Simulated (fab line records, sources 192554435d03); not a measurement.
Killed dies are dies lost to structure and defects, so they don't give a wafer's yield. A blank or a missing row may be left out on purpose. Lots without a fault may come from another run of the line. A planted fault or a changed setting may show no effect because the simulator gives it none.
A struck lot beside a sound one | flow n5_finfet | 36 steps out of a route of 1938
Sound: wafers L315.1, L315.4, L315.5. Struck: wafer L319.5. (L319.6 of the same lot was not struck and is left out.) The cause comes at the end.
At each step with rows: each side's tool, then ch and its chambers, then its first start. Under that, the readings that differ: sound wafers | struck wafers | difference of the means | sigmas: that difference in standard deviations of wafers without a fault.
alike: readings whose means differ by less than 2 such deviations, and words and numbers that are the same on both sides. not compared: withheld readings, readings that some wafer has no value for, bounds like >300 that may hide the same value, and numbers for which the record gives no deviation and whose values overlap.
The two part at a step that has a row with sigmas, a row that says differs or no value, or rows on one side only. Numbers that don't overlap but have no deviation are shown without sigmas and don't part them. A reading that every wafer of one side lacks parts them only if that side has two wafers or more.

first, 9 steps without rows for these wafers: N5_BEOL_M6_ALD_77 (deposits TaN, target thk 2 nm, pulse time 2 s, purge time 3 s); N5_BEOL_M6_SURFACE_TREAT_79; N5_BEOL_M6_CVD_78 (deposits Co from CCTBA/H2, target thk 2 nm, time 142.3 s); N5_BEOL_M6_SPUTTER_48 (material Cu, target thk 10 nm, time 1.667 s); N5_BEOL_M6_ECD_50 (material Cu, target thk 300 nm); N5_BEOL_M6_ANNEAL_51 (time 90 s); N5_BEOL_M6_CMP_52 (polishes, stops on SiCOH lowk, t overpolish 6.9 s, target thk 80 nm); N5_BEOL_M6_PRE_CLEAN_55 (time 15 s); N5_BEOL_M6_DEP_56 (deposits SiCN from 3MS/NH3, target thk 10 nm, time 17.5 s).
N5_BEOL_M7_ILD_DEP_00: deposits SiCOH lowk from DEMS/porogen, target thk 179.75 nm, time 33.4 s.
  sound on pecvd-01 ch 0,1,2, day 10 19:56; struck on pecvd-01 ch 0, day 12 05:38
  reading                                            | sound           | struck | difference | sigmas
  model.SiCOH_lowk_of_BEOL_M7_ILD_DEP_00.thk_nm (nm) | 180.6 181.8 181 | 201.2  | +20.1      |
  alike: heater_power_w, showerhead_plenum_p_Torr, throttle_valve_pct
then, 1 step without rows for these wafers: N5_BEOL_M7_CURE_74 (cures SiCOH lowk, time 240 s).
N5_BEOL_M7_THK_MEAS_01:
  sound on film_metro-01, day 10 20:31; struck on film_metro-01, day 12 06:11
  reading         | sound             | struck | difference | sigmas
  M7_ILD_THK (nm) | 155.8 156.6 156.2 | 173.7  | +17.5      | +9
then, 23 steps without rows for these wafers: N5_BEOL_M7_PECVD_70 (deposits SiO2 from TEOS/O2, target thk 20 nm, time 22.7 s); N5_BEOL_M7_HM_DEP_02 (deposits TiN, target thk 20 nm); N5_BEOL_M7_COAT_59 (time 60 s, resist thk 100 nm); N5_BEOL_M7_COAT_60 (time 60 s, resist thk 35 nm); N5_BEOL_M7_COAT_05 (resist thk 90 nm); N5_BEOL_M7_EBR_07; N5_BEOL_M7_SOFTBAKE_06 (time 60 s); N5_BEOL_M7_EXPOSE_08 (exposes mask M7); N5_BEOL_M7_PEB_09 (peb time 60 s); N5_BEOL_M7_DEVELOP_10 (develop time 30 s); N5_BEOL_M7_DESCUM_16 (chemistry O2, time 7.9 s); N5_BEOL_M7_ETCH_61 (etches SiARC in CF4, target depth 45.5 nm, time 75.8 s); N5_BEOL_M7_ETCH_62 (etches SOC in N2/H2, target depth 110 nm, overetch 22 nm, time 165 s); N5_BEOL_M7_STRIP_68 (strips in N2/H2); N5_BEOL_M7_STRIP_67 (strips in CF4); N5_BEOL_M7_HM_OPEN_17 (chemistry Cl2/BCl3, target TiN, target depth 20 nm, overetch 6 nm); N5_BEOL_M7_STRIP_19 (strips in O2); N5_BEOL_M7_COAT_63 (time 60 s, resist thk 60 nm); N5_BEOL_M7_COAT_64 (time 60 s, resist thk 12 nm); N5_BEOL_M7_COAT_71 (time 60 s, resist thk 5 nm); N5_BEOL_M7_COAT_22 (resist thk 30 nm); N5_BEOL_M7_EBR_24; N5_BEOL_M7_SOFTBAKE_23 (time 60 s).
N5_BEOL_M7_CMP_52: polishes, stops on SiCOH lowk, t overpolish 6.9 s, target thk 80 nm.
  sound on cmp-01 ch 0,2, day 11 04:31; struck on cmp-02 ch 2, day 12 14:17
  reading                                            | sound             | struck | difference | sigmas
  model.SiCOH_lowk_of_BEOL_M7_ILD_DEP_00.thk_nm (nm) | 152.8 153.8 153.2 | 170.8  | +17.5      |
  alike: edge_zone_pressure_frac, motor_current_A

WHERE THEY PART
Only at N5_BEOL_M7_THK_MEAS_01, within this record. Later steps at which nothing parts them and some readings are alike: N5_BEOL_M7_CMP_52.

WHY: what the simulator had put in
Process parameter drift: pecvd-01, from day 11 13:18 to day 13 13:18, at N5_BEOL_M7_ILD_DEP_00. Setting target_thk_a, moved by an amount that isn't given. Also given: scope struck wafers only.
